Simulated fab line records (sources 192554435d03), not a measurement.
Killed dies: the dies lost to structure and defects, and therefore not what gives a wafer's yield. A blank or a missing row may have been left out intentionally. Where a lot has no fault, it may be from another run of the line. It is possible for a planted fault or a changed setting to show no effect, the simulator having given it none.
Chamber matching	flow n5_finfet	N5_FIN_SAQP_ALD_61 on ald_sin-02: 4 sister chambers
The step deposits SiO2, target thk 4 nm, pulse time 1 s, purge time 2 s. 4 wafers are shown with their chamber, then 8 later ones without.

EACH WAFER AND ITS CHAMBER
wafer	chamber	heater_power_w (W)
L086.2	2	458
L086.3	1	567
L086.6	0	452
L087.2	3	509

WAFERS WHOSE CHAMBER IS MISSING
wafer	heater_power_w (W)
L087.4	466
L087.5	470
L089.2	510
L089.5	519
L089.6	466
L097.4	574
L097.5	473
L097.6	523

WHICH CHAMBER EACH ONE RAN IN
wafer	from the rows above	in truth
L087.4	can't be placed: 2 or 0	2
L087.5	can't be placed: 2 or 0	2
L089.2	3	3
L089.5	3	3
L089.6	can't be placed: 2 or 0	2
L097.4	1	1
L097.5	can't be placed: 2 or 0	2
L097.6	3	3
Placed correctly: 4 of 8. From these rows, 4 cannot be placed; in 4 the true chamber is one of the candidates. Number placed wrongly: 0.
How it was worked out, from the rows above alone: a wafer's distance from a chamber is the root of the sum, over the readings, of the square of ((its reading less the chamber's mean) divided by the reading's scatter). The wafer belongs to the nearest chamber; if the next one is less than 2 further off, it can't be placed. The mean given for a chamber averages the wafers shown for that chamber. The scatter (one wafer shown for each chamber): square how far every hidden wafer sits from the nearest shown wafer, average those squares and take the square root.
